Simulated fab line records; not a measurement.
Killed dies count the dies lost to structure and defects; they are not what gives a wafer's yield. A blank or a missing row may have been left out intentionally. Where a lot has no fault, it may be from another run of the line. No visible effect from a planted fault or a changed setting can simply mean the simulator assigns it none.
fab line records    flow nand-harc
[record] lots = 12  wafers = 36  last-day = 24
route steps=1159 shown A_BONDPAD@1079 THIN_TSV@1130 END@1159
lots untouched by any fault: they come from a run of this same line in which no faults occurred
start-h: hours from the record's opening day to when the first of the lot's shown wafers began    wait-h: how many hours have passed since the lot's step before this one    " as in the row above    L1.1+2: a row that stands for several wafers    - no value, or no start was given    * or withheld: withheld    < > ~ a bound
route shown NAME@n: a module of which the file shows steps, and the number in the route of the first    usual: the fault-free wafers' mean and standard deviation    same: alike in all rows    chamber/n: place in a boat    sites: readings site by site    _std_site: how widely they spread, as a standard deviation    _edge_site: outer sites' mean less inner sites'    radius-mm: how far each site lies from the wafer's centre    mask NAME#n: copy n    behind: the last tool/chamber to shape the wafer    hold: cause of the lot's hold/its duration in hours/its outcome    device: which transistor (n, p or np) failed to switch    end of line: the same wafers' tests at the end of the route    where a step has no rows: the recipe by itself    killed: dies lost to structure and defects at the first sort, not the wafer's yield    map: shows each die of a wafer: x if killed, . if not, _ if none is there
set.NAME: the setting that was run; set.NAME@STEP: the one run at that earlier step    model.NAME: the simulator's own value behind a step, which no gauge read
a sample of lots followed through the steps of the route, with each step as a table and each wafer as a row
services: a tool's chamber out of use, with start hour (start-h, from the record's first day; less than 0 if before it), hours out, and reason
[[steps]]
[step NHARC_A_BONDPAD_STRIP_15]
[recipe] o2-flow-sccm = 500  ar-flow-sccm = 0  bias-w = 0  chemistry = O2
[usual] chamber-pressure-mTorr = 60.00/0.056  drypump-motor-current-A = 5.8/0.33  oes-product-au = 1.005/0.011  rf-vpp-V = 58.0/0.85  showerhead-plenum-p-Torr = 3.62/0.1  throttle-valve-pct = 17.035/0.0087
lot.wafer  tool         chamber  start-h  wait-h  chamber-pressure-mTorr  drypump-motor-current-A  oes-product-au  rf-hours-counter-h  rf-vpp-V  showerhead-plenum-p-Torr  throttle-valve-pct
L912.3     rie-diel-13  3        414.28   0.1     60.01                   5.7                      1.017           5                   59.9      3.75                      17.011
L912.4     "            1        "        "       60.00                   6.2                      1.000           5                   58.7      3.65                      17.040
L912.6     "            3        "        "       59.99                   5.6                      1.021           -                   58.4      3.75                      17.045
L915.2     rie-diel-13  2        434.60   0.1     60.00                   5.5                      1.003           6                   58.0      3.60                      17.031
L915.5     "            1        "        "       59.98                   6.2                      1.001           -                   58.5      3.65                      17.025
L915.6     "            2        "        "       60.06                   5.5                      0.998           -                   57.6      3.60                      17.052
L913.2     rie-diel-13  2        442.50   0.1     59.96                   5.5                      1.012           6                   58.7      3.60                      17.029
L913.5     "            2        "        "       59.96                   5.5                      1.008           -                   57.2      3.60                      17.028
L913.6     "            3        "        "       60.01                   5.7                      1.027           -                   59.7      3.75                      17.047
L918.4     rie-diel-13  3        451.10   0.1     60.13                   5.6                      1.032           7                   57.7      3.75                      17.032
L918.1     "            0        "        "       59.97                   5.7                      1.005           7                   57.4      3.55                      17.039
L918.6     "            3        "        "       59.91                   5.6                      1.021           -                   56.5      3.75                      17.038
L919.4     rie-diel-13  2        463.81   0.1     60.02                   5.5                      0.998           0                   58.8      3.60                      17.035
L919.5     "            3        "        "       60.07                   5.7                      1.001           -                   58.2      3.75                      17.041
L919.6     "            0        "        "       59.97                   5.7                      1.011           -                   58.6      3.55                      17.031
L923.1     rie-diel-13  3        477.05   0.1     59.97                   5.6                      1.010           1                   57.6      3.75                      17.035
L923.5     "            2        "        "       60.00                   5.5                      0.990           -                   57.0      3.60                      17.033
L923.6     "            3        "        "       59.90                   5.7                      1.014           -                   58.8      3.75                      17.019
L921.2     rie-diel-13  2        484.48   0.1     60.04                   5.5                      0.993           1                   57.5      3.60                      17.011
L921.3     "            3        "        "       60.03                   5.6                      0.998           1                   58.8      3.75                      17.041
L921.1     "            0        "        "       60.04                   5.7                      1.004           1                   57.1      3.55                      17.034
L920.3     rie-diel-13  3        485.01   0.1     59.97                   5.6                      1.008           1                   57.9      3.75                      17.039
L920.2     "            0        "        "       59.99                   5.7                      1.019           1                   58.7      3.55                      17.046
L920.5     "            1        "        "       59.96                   6.2                      1.002           -                   57.3      3.65                      17.038
L922.1     rie-diel-13  2        485.53   0.1     60.04                   5.5                      1.002           1                   58.4      3.60                      17.043
L922.4     "            3        "        "       59.99                   5.7                      1.007           1                   58.8      3.75                      17.040
L922.5     "            1        "        "       60.00                   6.2                      1.018           -                   58.2      3.65                      17.036
L925.3     rie-diel-13  2        490.09   0.1     60.03                   5.5                      0.985           1                   59.0      3.60                      17.034
L925.5     "            0        "        "       60.02                   5.7                      1.016           -                   57.2      3.55                      17.037
L925.6     "            1        "        "       60.08                   6.2                      1.000           -                   57.5      3.65                      17.027
L927.3     rie-diel-13  0        520.06   0.1     59.87                   5.7                      1.016           2                   56.8      3.55                      17.040
L927.2     "            1        "        "       60.05                   6.2                      1.002           3                   59.1      3.65                      17.051
L927.6     "            2        "        "       60.07                   5.5                      0.997           -                   57.5      3.60                      17.032
L929.4     rie-diel-13  0        533.08   0.1     59.98                   5.7                      1.017           3                   57.6      3.55                      17.034
L929.1     "            1        "        "       60.06                   6.2                      1.002           3                   57.5      3.65                      17.058
L929.3     "            2        "        "       59.99                   5.5                      0.992           3                   56.7      3.60                      17.024
[step NHARC_THIN_TSV_PVD_51]
[recipe] target-thk-a = 1000  chamber-pressure-pa = 5  material = Cu
[usual] throttle-valve-pct = 30.2/1
lot.wafer  tool            chamber  start-h  wait-h  throttle-valve-pct
L912.4     pvd-sputter-03  -        -        -       30.2
L912.3     "               -        "        "       30.1
L912.6     "               -        "        "       31.6
L915.2     pvd-sputter-03  -        -        -       31.4
L915.5     "               -        "        "       31.5
L915.6     "               -        "        "       30.3
L913.2     pvd-sputter-02  -        -        -       28.1
L913.6     "               -        "        "       29.8
L913.5     "               -        "        "       28.4
L918.4     pvd-sputter-02  -        -        -       28.3
L918.1     "               -        "        "       28.3
L918.6     "               -        "        "       28.3
L919.4     pvd-sputter-01  -        -        -       30.6
L919.6     "               -        "        "       30.1
L919.5     "               -        "        "       30.0
L923.1     pvd-sputter-02  -        -        -       28.4
L923.6     "               -        "        "       28.1
L923.5     "               -        "        "       30.2
L921.3     pvd-sputter-02  -        -        -       30.3
L921.2     "               -        "        "       28.2
L921.1     "               -        "        "       30.5
L920.3     pvd-sputter-03  -        -        -       31.0
L920.2     "               -        "        "       29.8
L920.5     "               -        "        "       31.1
L922.1     pvd-sputter-01  -        -        -       30.2
L922.4     "               -        "        "       30.3
L922.5     "               -        "        "       30.1
L925.3     pvd-sputter-01  -        -        -       30.2
L925.6     "               -        "        "       30.4
L925.5     "               -        "        "       30.4
L927.3     pvd-sputter-03  -        -        -       30.9
L927.2     "               -        "        "       29.9
L927.6     "               -        "        "       31.1
L929.4     pvd-sputter-03  -        -        -       31.1
L929.1     "               -        "        "       31.3
L929.3     "               -        "        "       31.3
[step NHARC_THIN_TSV_ANNEAL_52]
[recipe] temp-c = 225  time-s = 90
[usual] wafer_temp_C_max = 226.3/0.45
lot.wafer  tool           chamber  start-h  wait-h  wafer_temp_C_max
L912.3     rtp-anneal-01  0        431.84   0.5     227.3
L912.4     "              0        "        "       226.8
L912.6     "              0        "        "       226.6
L915.2     rtp-anneal-02  0        450.32   0.6     226.1
L915.5     "              0        "        "       225.3
L915.6     "              0        "        "       225.8
L913.2     rtp-anneal-02  0        459.63   0.6     225.9
L913.5     "              0        "        "       225.5
L913.6     "              0        "        "       225.9
L918.1     rtp-anneal-01  0        469.83   0.6     226.3
L918.4     "              0        "        "       227.1
L918.6     "              0        "        "       226.5
L919.4     rtp-anneal-02  0        484.19   0.6     226.3
L919.5     "              0        "        "       226.2
L919.6     "              0        "        "       225.9
L923.1     rtp-anneal-02  0        496.01   0.5     226.0
L923.5     "              0        "        "       225.7
L923.6     "              0        "        "       226.0
L921.1     rtp-anneal-01  0        503.32   0.6     225.9
L921.2     "              0        "        "       226.4
L921.3     "              0        "        "       226.1
L920.2     rtp-anneal-02  0        504.68   0.6     226.1
L920.3     "              0        "        "       226.0
L920.5     "              0        "        "       226.0
L922.1     rtp-anneal-01  0        505.68   0.6     226.6
L922.4     "              0        "        "       227.1
L922.5     "              0        "        "       226.7
L925.3     rtp-anneal-01  0        508.96   0.4     226.8
L925.5     "              0        "        "       226.2
L925.6     "              0        "        "       226.1
L927.2     rtp-anneal-02  0        540.72   0.7     226.0
L927.3     "              0        "        "       225.5
L927.6     "              0        "        "       225.7
L929.1     rtp-anneal-01  0        552.16   0.6     226.6
L929.3     "              0        "        "       226.5
L929.4     "              0        "        "       226.3
[step NHARC_THIN_TSV_STRIP_56]
[recipe] power-w = 1500  temp-c = 250  chemistry = O2
[usual] drypump-motor-current-A = 6.0/0.5  heater-power-w = 342/36
lot.wafer  tool             chamber  start-h  wait-h  drypump-motor-current-A  heater-power-w  rf-hours-counter-h
L912.3     plasma-asher-01  0        434.46   0.2     6.5                      363             -
L912.4     "                1        "        "       6.3                      313             -
L912.6     "                0        "        "       6.5                      366             -
L915.2     plasma-asher-01  1        452.76   0.1     6.3                      317             56
L915.6     "                1        "        "       6.3                      332             -
L915.5     "                0        "        "       6.5                      369             -
L913.2     plasma-asher-01  0        462.26   0.1     6.5                      372             0
L913.5     "                0        "        "       6.5                      367             -
L913.6     "                1        "        "       6.3                      347             -
L918.1     plasma-asher-02  0        472.56   0.1     5.1                      275             37
L918.4     "                0        "        "       5.2                      282             -
L918.6     "                1        "        "       6.0                      365             -
L919.4     plasma-asher-01  0        486.69   0.2     6.5                      380             -
L919.6     "                1        "        "       6.3                      359             -
L919.5     "                0        "        "       6.5                      371             -
L923.1     plasma-asher-01  1        498.48   0.1     6.3                      357             13
L923.6     "                1        "        "       6.3                      338             -
L923.5     "                0        "        "       6.5                      379             -
L921.2     plasma-asher-01  0        506.08   0.2     6.5                      368             17
L921.1     "                1        "        "       6.3                      342             17
L921.3     "                0        "        "       6.5                      365             -
L920.2     plasma-asher-01  1        507.15   0.1     6.3                      346             18
L920.3     "                0        "        "       6.5                      370             -
L920.5     "                1        "        "       6.3                      352             -
L922.1     plasma-asher-02  0        508.16   0.1     5.2                      284             51
L922.4     "                0        "        "       5.1                      287             -
L922.5     "                1        "        "       6.0                      372             -
L925.3     plasma-asher-01  0        511.60   0.2     6.5                      375             -
L925.5     "                0        "        "       6.5                      381             -
L925.6     "                1        "        "       6.3                      353             -
L927.2     plasma-asher-01  0        544.46   1.3     6.5                      370             32
L927.3     "                0        "        "       6.5                      368             -
L927.6     "                0        "        "       6.5                      378             -
L929.1     plasma-asher-02  1        554.74   0.1     6.0                      345             1
L929.4     "                1        "        "       5.9                      356             -
L929.3     "                0        "        "       5.2                      266             -
[step NHARC_END_SORT_01]
[recipe] temp-c = 25
[usual] defect-limited-yield = 95.7/1.6  killed-at-array = 25/9.7  killed-at-other = 0.7/0.87  killed-at-periphery = 3.3/2.3  killed-dies = 29/11  killed-open = 3.6/2.1  killed-short = 2.3/1.7  sort_bin_2_pct = 1.4/0.62  sort_bin_3_pct = 0.25/0.21  sort_bin_4_pct = 2.7/1  sort-n-pass = 648/11  sort-rim-yield-pct = 94/3.2  sort-yield-pct = 95.7/1.6
[same] gross-dies = 677  sort_bin_5_pct[%] = 0  sort_bin_6_pct[%] = 0  sort_bin_7_pct[%] = 0  sort_bin_8_pct[%] = 0  sort-rim-n-gross = 106.00
lot.wafer  tool       chamber  start-h  wait-h  defect-limited-yield[%]  killed-at-array  killed-at-other  killed-at-periphery  killed-dies  killed-open  killed-short  sort_bin_2_pct[%]  sort_bin_3_pct[%]  sort_bin_4_pct[%]  sort-n-pass  sort-rim-yield-pct[%]  sort-yield-pct[%]
L915.2     prober-01  0        461.63   2.8     95.9                     27               0                1                    28           8            4             1.3                0.15               2.7                649          91                     95.9
L915.5     prober-01  0        464.07   3.7     97.6                     13               0                3                    16           3            0             0.6                0.15               1.6                661          93                     97.6
L915.6     prober-01  0        464.88   4.1     97.5                     17               0                0                    17           1            2             1.3                0                  1.2                660          97                     97.5
L923.6     prober-01  0        512.12   4.0     95.3                     25               1                6                    32           7            4             1.3                0.44               3.0                645          91                     95.3
L922.1     prober-02  0        514.41   2.5     93.8                     38               0                4                    42           6            4             2.4                0.59               3.2                635          94                     93.8
L922.4     prober-02  0        516.84   3.4     94.7                     32               1                3                    36           6            2             2.1                0.30               3.0                641          94                     94.7
L922.5     prober-02  0        517.65   3.7     95.6                     25               0                5                    30           4            2             1.8                0.30               2.4                647          93                     95.6
L921.1     prober-01  0        515.90   2.5     97.3                     15               1                2                    18           0            3             0.7                0.15               1.8                659          96                     97.3
L921.2     prober-01  0        516.70   2.8     97.2                     16               1                2                    19           4            3             1.2                0.15               1.5                658          96                     97.2
L921.3     prober-01  0        517.50   3.1     96.5                     21               0                3                    24           8            3             1.0                0                  2.5                653          97                     96.5
L925.3     prober-01  0        525.26   3.1     96.5                     22               1                1                    24           1            1             1.3                0.59               1.6                653          93                     96.5
L925.5     prober-01  0        526.87   3.7     96.2                     23               2                1                    26           6            4             1.2                0.15               2.5                651          92                     96.2
L925.6     prober-01  0        527.68   4.0     95.4                     30               0                1                    31           3            2             1.2                0.15               3.2                646          95                     95.4
L927.2     prober-01  0        553.00   2.8     95.7                     23               1                5                    29           2            4             1.2                0.59               2.5                648          92                     95.7
L927.3     prober-01  0        553.81   3.1     95.6                     26               0                4                    30           4            1             0.6                0.15               3.7                647          94                     95.6
L927.6     prober-01  0        556.24   4.0     83.9                     106              0                3                    109          5            1             8.7                2.81               4.6                568          84                     83.9
L929.1     prober-02  0        563.07   2.5     92.6                     43               0                7                    50           6            4             2.1                0.30               5.0                627          88                     92.6
L929.3     prober-02  0        564.68   3.1     82.3                     117              2                1                    120          3            2             6.5                5.47               5.8                557          81                     82.3
L929.4     prober-02  0        565.48   3.4     92.0                     50               2                2                    54           4            4             3.2                0.15               4.6                623          92                     92.0
// killed by level:class
L915.2 A_CHANNEL_HOLE_D1:chamber-film-flake=12 A_CHANNEL_FILL_D1:geometric-particle:open=3 A_CONTACT:geometric-particle:open=2 A_CONTACT:chamber-film-flake=2 P_CONTACT:geometric-particle:short=1 A_ONON_D1:geometric-particle:short=1 A_CHANNEL_FILL_D1:geometric-particle:short=1 A_SGD_CUT:geometric-particle:open=1
L915.5 A_CHANNEL_HOLE_D1:chamber-film-flake=9 A_M0:geometric-particle:open=2 P_STI:geometric-particle:open=1 P_STI:chamber-film-flake=1 P_BONDPAD:chamber-film-flake=1 A_STAIRCASE:chamber-film-flake=1 A_CONTACT:chamber-film-flake=1
L915.6 A_CHANNEL_HOLE_D1:chamber-film-flake=10 A_CONTACT:chamber-film-flake=2 A_ONON_D1:geometric-particle:short=1 A_CHANNEL_FILL_D1:geometric-particle:open=1 A_SGD_CUT:geometric-particle:short=1 A_CHANNEL_FILL_D1:chamber-film-flake=1 A_STAIRCASE:chamber-film-flake=1
L923.6 A_CHANNEL_HOLE_D1:chamber-film-flake=11 A_STAIRCASE:chamber-film-flake=4 A_CONTACT:geometric-particle:open=3 P_STI:chamber-film-flake=2 P_CONTACT:geometric-particle:open=1 P_M0:geometric-particle:open=1 P_M1:geometric-particle:short=1 A_ONON_D1:geometric-particle:open=1
L922.1 A_SLIT:chamber-film-flake=17 A_STAIRCASE:chamber-film-flake=6 A_CHANNEL_HOLE_D1:chamber-film-flake=5 A_CONTACT:chamber-film-flake=3 P_GATE:geometric-particle:open=1 P_M0:geometric-particle:short=1 P_M0:geometric-particle:open=1 A_ONON_D1:geometric-particle:short=1
L921.1 A_CONTACT:chamber-film-flake=6 A_CHANNEL_HOLE_D1:chamber-film-flake=3 A_STAIRCASE:chamber-film-flake=3 P_GATE:geometric-particle:short=1 A_ONON_D1:geometric-particle:short=1 A_WL_FILL:geometric-particle:short=1 P_M2:chamber-film-flake=1 A_WL_FILL:chamber-film-flake=1
L921.2 A_CHANNEL_HOLE_D1:chamber-film-flake=4 A_CONTACT:chamber-film-flake=3 A_WL_FILL:chamber-film-flake=2 P_CONTACT:geometric-particle:open=1 A_ONON_D1:geometric-particle:short=1 A_ONON_D1:geometric-particle:open=1 A_CHANNEL_FILL_D1:geometric-particle:short=1 A_STAIRCASE:geometric-particle:open=1
L922.4 A_SLIT:chamber-film-flake=8 A_CHANNEL_HOLE_D1:chamber-film-flake=6 A_STAIRCASE:chamber-film-flake=6 A_CONTACT:chamber-film-flake=4 A_M0:geometric-particle:open=3 P_BONDPAD:chamber-film-flake=2 P_M0:geometric-particle:open=1 A_WL_FILL:geometric-particle:short=1
L921.3 A_CONTACT:chamber-film-flake=7 A_M1:geometric-particle:open=4 A_CHANNEL_HOLE_D1:chamber-film-flake=4 A_STAIRCASE:chamber-film-flake=2 P_M0:geometric-particle:open=1 P_M0:geometric-particle:short=1 P_M1:geometric-particle:open=1 A_SGD_CUT:geometric-particle:short=1
L922.5 A_SLIT:chamber-film-flake=15 A_CHANNEL_HOLE_D1:chamber-film-flake=4 A_CONTACT:chamber-film-flake=2 P_GATE:geometric-particle:open=1 P_CONTACT:geometric-particle:open=1 P_M0:geometric-particle:short=1 A_ONON_D1:geometric-particle:open=1 A_WL_FILL:geometric-particle:short=1
L925.3 A_CHANNEL_HOLE_D1:chamber-film-flake=13 A_CONTACT:chamber-film-flake=3 A_STAIRCASE:chamber-film-flake=2 A_CHANNEL_HOLE_D1:geometric-particle:short=1 A_CONTACT:geometric-particle:open=1 P_STI:chamber-film-flake=1 A_ZERO_WELL:chamber-film-flake=1 A_SLIT:chamber-film-flake=1
L925.5 A_CHANNEL_HOLE_D1:chamber-film-flake=8 A_ONON_D1:geometric-particle:short=3 A_M0:chamber-film-flake=3 A_WL_FILL:geometric-particle:open=2 A_CONTACT:chamber-film-flake=2 P_CONTACT:geometric-particle:open=1 A_CHANNEL_FILL_D1:geometric-particle:short=1 A_CONTACT:geometric-particle:open=1
L925.6 A_CHANNEL_HOLE_D1:chamber-film-flake=18 A_STAIRCASE:chamber-film-flake=5 A_ONON_D1:geometric-particle:open=1 A_CHANNEL_FILL_D1:geometric-particle:short=1 A_WL_FILL:geometric-particle:short=1 A_CONTACT:geometric-particle:open=1 A_BLC:geometric-particle:open=1 P_GATE:chamber-film-flake=1
L927.2 A_CHANNEL_HOLE_D1:chamber-film-flake=6 A_STAIRCASE:chamber-film-flake=6 A_CONTACT:chamber-film-flake=5 P_ZERO_WELL:chamber-film-flake=3 A_WL_FILL:geometric-particle:short=2 P_GATE:geometric-particle:short=1 A_CONTACT:geometric-particle:open=1 A_CONTACT:geometric-particle:short=1
L927.3 A_STAIRCASE:chamber-film-flake=13 A_CHANNEL_HOLE_D1:chamber-film-flake=6 A_CONTACT:chamber-film-flake=3 P_ZERO_WELL:chamber-film-flake=2 P_GATE:geometric-particle:open=1 P_CONTACT:geometric-particle:short=1 A_ONON_D1:geometric-particle:open=1 A_WL_FILL:geometric-particle:open=1
L927.6 A_BONDPAD:unspecified=84 A_CONTACT:chamber-film-flake=8 A_CHANNEL_HOLE_D1:chamber-film-flake=7 A_STAIRCASE:chamber-film-flake=3 P_CONTACT:geometric-particle:open=2 A_CONTACT:geometric-particle:open=2 A_CHANNEL_FILL_D1:geometric-particle:short=1 A_M0:geometric-particle:open=1
L929.1 A_SLIT:chamber-film-flake=18 A_CHANNEL_HOLE_D1:chamber-film-flake=13 A_CONTACT:chamber-film-flake=5 P_M1:chamber-film-flake=3 A_CONTACT:geometric-particle:open=2 P_CONTACT:geometric-particle:short=1 P_CONTACT:geometric-particle:open=1 P_M0:geometric-particle:open=1
L929.3 A_BONDPAD:unspecified=79 A_SLIT:chamber-film-flake=21 A_CHANNEL_HOLE_D1:chamber-film-flake=6 A_WL_FILL:geometric-particle:open=2 A_CHANNEL_FILL_D1:chamber-film-flake=2 A_STAIRCASE:chamber-film-flake=2 A_CONTACT:chamber-film-flake=2 A_CHANNEL_FILL_D1:geometric-particle:short=1
L929.4 A_CHANNEL_HOLE_D1:chamber-film-flake=17 A_SLIT:chamber-film-flake=14 A_CONTACT:chamber-film-flake=5 A_STAIRCASE:chamber-film-flake=4 A_ONON_D1:geometric-particle:short=2 P_M1:chamber-film-flake=2 THIN_TSV:chamber-film-flake=2 A_CHANNEL_HOLE_D1:geometric-particle:short=1
[[services]]
tool             chamber  start-h  hours  kind
pvd-sputter-02   -        392.00   10.0   pm
rie-diel-13      1        403.71   2.0    repair
rie-diel-13      0        407.50   -      clean
rie-diel-13      1        407.50   -      clean
rie-diel-13      2        407.50   -      clean
rie-diel-13      3        407.50   -      clean
rie-diel-13      0        432.00   -      clean
rie-diel-13      1        432.00   -      clean
rie-diel-13      2        432.00   -      clean
rie-diel-13      3        432.00   -      clean
plasma-asher-02  -        449.56   4.0    repair
rie-diel-13      -        453.00   9.0    pm
rie-diel-13      0        453.00   9.0    vent-cycle
plasma-asher-01  -        453.26   9.0    pm
pvd-sputter-01   -        464.32   6.8    repair
pvd-sputter-03   -        469.78   10.0   pm
pvd-sputter-03   -        492.24   10.0   repair
rie-diel-13      0        498.31   4.2    repair
pvd-sputter-03   -        508.54   2.2    repair
plasma-asher-01  -        510.48   0.6    repair
pvd-sputter-01   -        514.00   10.0   pm
pvd-sputter-02   -        516.52   2.5    repair
pvd-sputter-03   -        535.15   3.3    repair
plasma-asher-02  -        537.61   9.0    pm
[[key]]
[first-sign] step = NHARC_END_SORT_01  reading = killed-at-array  direction = up  sigmas = 8.9  usual = 25  struck = 112
[effect] step = NHARC_END_SORT_01  reading = killed-dies  direction = up  sigmas = 8.1  usual = 29  struck = 114
[more-kills-born-at] NHARC_A_BONDPAD_STRIP_15@rie-diel-13 = 163
met-at NHARC_A_BONDPAD_STRIP_15
struck-lots L927,L929
struck-wafers L927.6,L929.3
not-acting-at NHARC_THIN_TSV_PVD_51,NHARC_THIN_TSV_ANNEAL_52,NHARC_THIN_TSV_STRIP_56
onset-between 490.09 520.06
[fault] kind = chamber-particle-source  tool = rie-diel-13  chamber = 2  onset-h = 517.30  steps = NHARC_A_BONDPAD_STRIP_15  rate-per-visit-cm2 = 1.1906
